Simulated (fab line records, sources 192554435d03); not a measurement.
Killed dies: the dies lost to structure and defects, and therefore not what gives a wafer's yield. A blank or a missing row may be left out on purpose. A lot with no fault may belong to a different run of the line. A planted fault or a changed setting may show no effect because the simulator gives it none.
A lot that was struck, set against a sound lot    flow n5-finfet    15 out of 1938 route steps
Sound: wafers L685.2, L685.4, L685.6. Wafers L695.1, L695.2, L695.5 were the ones struck. At the end, the cause is stated.
Per side, at each step with rows, come the tool, then ch with its chambers, and then its first start. Under that, the readings that differ: sound wafers    struck wafers    difference of the means    sigmas: that difference in standard deviations of wafers without a fault.
alike: same words and numbers on both sides, and readings whose means sit less than 2 such deviations apart. not compared: any withheld reading, any reading some wafer has no value for, any bound like >300 that may hide the same value, and any number with overlapping values for which the record gives no deviation.
The two part at a step that has a row with sigmas, a row that says differs or no value, or rows on one side only. Numbers that don't overlap but have no deviation are shown without sigmas and don't part them. A reading missing from all wafers of one side parts the sides only when that side holds two or more wafers.

first, 2 steps without rows for these wafers: N5_HKMG_FIN_STRIP_33 (strips in N2/H2); N5_HKMG_FIN_STRIP_34 (strips in CF4).
N5_HKMG_FIN_ETCH_35: etches SOC in N2/H2, target depth 215.8 nm, time 243.4 s.
  sound on rie-diel-02 ch 0,1, day 4 18:46; struck on rie-diel-01 ch 0,1,3, day 7 02:59
reading                      sound        struck       difference  sigmas
drypump-motor-current-A (A)  5.5 6.3 6.3  5.0 4.7 5.4  -1.0        -2
  alike: chamber-pressure-mTorr, h2-flow-sccm, n2-flow-sccm, oes-product-au, rf-vpp-V, showerhead-plenum-p-Torr, throttle-valve-pct
  not compared: rf-hours-counter-h
N5_HKMG_FIN_STRIP_92: strips SOC in N2/H2, time 20 s.
  sound on rie-diel-02 ch 0,1, day 4 18:55; struck on rie-diel-01 ch 0,1,3, day 7 03:08
reading                      sound        struck       difference  sigmas
drypump-motor-current-A (A)  5.6 6.4 6.4  5.0 4.7 5.4  -1.1        -2
  alike: chamber-pressure-mTorr, h2-flow-sccm, n2-flow-sccm, oes-product-au, rf-vpp-V, showerhead-plenum-p-Torr, throttle-valve-pct
  not compared: rf-hours-counter-h
then, 4 steps without rows for these wafers: N5_HKMG_FIN_WET_ETCH_18 (etches TiN in SC1, time 55 s, target depth 5.2 nm, rinse time 30 s); N5_HKMG_FIN_STRIP_19 (strips in N2/H2, time 360 s); N5_HKMG_FIN_ALD_91 (deposits TiN, target thk 1 nm, pulse time 1 s, purge time 3 s); N5_HKMG_FIN_COAT_85 (time 60 s, resist thk 300 nm).
N5_HKMG_FIN_ETCH_86: etches SOC in N2/H2, stops on TiN, target depth 393.2 nm.
  sound on rie-diel-06 ch 2,3, day 4 19:51; struck on rie-diel-06 ch 0,1,3, day 7 04:01
  alike: chamber-pressure-mTorr, drypump-motor-current-A, h2-flow-sccm, n2-flow-sccm, oes-product-au, rf-vpp-V, showerhead-plenum-p-Torr, throttle-valve-pct
  not compared: rf-hours-counter-h
then, 2 steps without rows for these wafers: N5_HKMG_FIN_STRIP_89 (strips SOC in N2/H2, time 20 s); N5_HKMG_FIN_WET_ETCH_87 (etches TiN in SC1, time 154.2 s, target depth 4.7 nm, rinse time 30 s).
N5_HKMG_FIN_STRIP_88: strips in N2/H2, time 360 s.
  sound on plasma-asher-02 ch 1, day 4 20:06; struck on plasma-asher-01 ch 0,1, day 7 04:16
  alike: drypump-motor-current-A, h2-flow-sccm, heater-power-w, n2-flow-sccm
  not compared: rf-hours-counter-h
N5_HKMG_FIN_NWFM_ALD_20: deposits TiAlC, target thk 2 nm, pulse time 3 s, purge time 2 s.
  sound on ald-metal-02 ch 1,2, day 4 20:29; struck on ald-metal-03 ch 0,1,3, day 7 04:38
reading                       sound     struck                difference  sigmas
co-reactant-pulse-time-s (s)  10 10 10  7.9748 7.9748 7.9748  -2.0252     
  alike: heater-power-w, precursor-pulse-height-rel
N5_HKMG_FIN_ALD_71: deposits TiN, target thk 1 nm, pulse time 1 s, purge time 3 s.
  sound on ald-metal-02 ch 1,2, day 4 20:35; struck on ald-metal-03 ch 0,1,3, day 7 04:44
  alike: co-reactant-pulse-time-s, heater-power-w, precursor-pulse-height-rel
-- a jump in the record: the struck wafers' starts before and after are 4 days apart (it breaks off in module HKMG_FIN and resumes in module BEOL_M4, where the first step shown is number 1111 of the route) --
N5_BEOL_M4_RC_MEAS_101:
  sound on prober-01 ch 0, day 8 13:38; struck on prober-02 ch 0, day 11 00:19
reading        sound           struck          difference  sigmas
SS_P (mV/dec)  73.5 71.8 72.6  74.8 73.3 74.3  +1.5        +2
  alike: DIBL_N, DIBL_P, IOFF_N, IOFF_P, ION_N, ION_P, SS_N, VT_N, VT_P

## WHERE THEY PART
At N5_HKMG_FIN_ETCH_35 first; at N5_BEOL_M4_RC_MEAS_101 last (within this record only).

WHY: what the simulator had put in
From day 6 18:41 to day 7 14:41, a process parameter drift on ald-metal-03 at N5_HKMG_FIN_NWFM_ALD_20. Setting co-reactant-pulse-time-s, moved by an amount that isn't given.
